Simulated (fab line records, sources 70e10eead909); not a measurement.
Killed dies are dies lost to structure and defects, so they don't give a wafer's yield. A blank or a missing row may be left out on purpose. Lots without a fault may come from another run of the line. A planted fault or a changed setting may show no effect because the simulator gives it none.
Chamber matching | flow nand_harc | NHARC_P_M2_STRIP_18 on rie_diel-01: 4 sister chambers
The step strips in N2/H2. 33 wafers are shown with their chamber, then 12 later ones without.

WAFERS WITH THEIR CHAMBER
wafer  | chamber | showerhead_plenum_p_Torr (Torr) | drypump_motor_current_A (A) | rf_vpp_V (V)
L074.1 | 0       | 2.20                            | 4.9                         | 92.1
L074.3 | 3       | 2.13                            | 5.2                         | 91.3
L074.6 | 0       | 2.20                            | 4.9                         | 92.9
L076.2 | 3       | 2.13                            | 5.2                         | 91.2
L076.3 | 0       | 2.20                            | 4.9                         | 91.4
L076.4 | 0       | 2.20                            | 4.9                         | 90.8
L075.3 | 1       | 2.13                            | 5.2                         | 91.2
L075.5 | 0       | 2.20                            | 5.0                         | 90.8
L075.6 | 1       | 2.13                            | 5.2                         | 92.1
L078.2 | 0       | 2.19                            | 5.0                         | 92.4
L078.3 | 3       | 2.13                            | 5.2                         | 91.3
L078.6 | 3       | 2.13                            | 5.1                         | 91.9
L079.1 | 3       | 2.13                            | 5.2                         | 91.1
L079.2 | 1       | 2.13                            | 5.3                         | 91.1
L079.6 | 1       | 2.13                            | 5.2                         | 91.8
L080.1 | 3       | 2.13                            | 5.1                         | 91.2
L080.4 | 0       | 2.19                            | 4.9                         | 92.9
L080.5 | 0       | 2.19                            | 4.9                         | 92.0
L080.2 | 1       | 2.13                            | 5.2                         | 89.4
L080.3 | 2       | 1.94                            | 6.2                         | 89.1
L080.6 | 1       | 2.13                            | 5.2                         | 90.5
L081.1 | 0       | 2.19                            | 4.9                         | 91.3
L081.4 | 2       | 1.94                            | 6.2                         | 89.6
L081.6 | 1       | 2.13                            | 5.2                         | 90.3
L083.2 | 2       | 1.94                            | 6.2                         | 90.4
L083.4 | 1       | 2.13                            | 5.2                         | 91.4
L083.6 | 2       | 1.94                            | 6.2                         | 92.5
L085.1 | 3       | 2.13                            | 5.2                         | 91.8
L085.4 | 2       | 1.94                            | 6.2                         | 90.1
L085.5 | 3       | 2.13                            | 5.2                         | 91.3
L086.2 | 2       | 1.94                            | 6.2                         | 90.0
L086.3 | 1       | 2.13                            | 5.3                         | 89.5
L086.4 | 0       | 2.19                            | 5.0                         | 91.9

SIGNATURES (means of the wafers above)
reading                  | chamber 0 | chamber 1 | chamber 2 | chamber 3 | scatter within a chamber
showerhead_plenum_p_Torr | 2.1950    | 2.1300    | 1.9400    | 2.1300    | 0.00294
drypump_motor_current_A  | 4.930     | 5.222     | 6.200     | 5.175     | 0.0422
rf_vpp_V                 | 91.850    | 90.811    | 90.283    | 91.388    | 0.833
Rule: a wafer's distance from a chamber is the root of the sum, over the readings, of the square of ((its reading less the chamber's mean) divided by the reading's scatter). The wafer belongs to the nearest chamber; if the next one is less than 2 further off, it can't be placed. The scatter: the root of (the sum of the squares of (reading less its chamber's mean) over the shown wafers, divided by (wafers less chambers)).

WAFERS WITHOUT THEIR CHAMBER
wafer  | showerhead_plenum_p_Torr (Torr) | drypump_motor_current_A (A) | rf_vpp_V (V)
L090.1 | 2.13                            | 5.1                         | 90.8
L090.4 | 2.13                            | 5.2                         | 94.0
L090.6 | 2.13                            | 5.3                         | 90.9
L094.1 | 2.13                            | 5.2                         | 90.4
L094.4 | 1.94                            | 6.2                         | 89.9
L094.6 | 2.13                            | 5.2                         | 91.0
L094.2 | 2.13                            | 5.2                         | 90.8
L094.3 | 2.19                            | 4.9                         | 90.8
L094.5 | 1.94                            | 6.2                         | 90.2
L096.2 | 2.19                            | 5.0                         | 92.3
L096.3 | 1.94                            | 6.2                         | 89.8
L096.6 | 2.13                            | 5.2                         | 91.1

WHICH CHAMBER EACH WENT THROUGH
wafer  | from the rows above     | in truth
L090.1 | can't be placed: 3 or 1 | 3
L090.4 | can't be placed: 3 or 1 | 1
L090.6 | can't be placed: 1 or 3 | 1
L094.1 | can't be placed: 1 or 3 | 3
L094.4 | 2                       | 2
L094.6 | can't be placed: 1 or 3 | 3
L094.2 | can't be placed: 1 or 3 | 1
L094.3 | 0                       | 0
L094.5 | 2                       | 2
L096.2 | 0                       | 0
L096.3 | 2                       | 2
L096.6 | can't be placed: 1 or 3 | 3
Placed correctly: 5 of 12. Can't be placed from these rows: 7 (the true chamber is among the candidates in 7). Placed wrongly: 0.
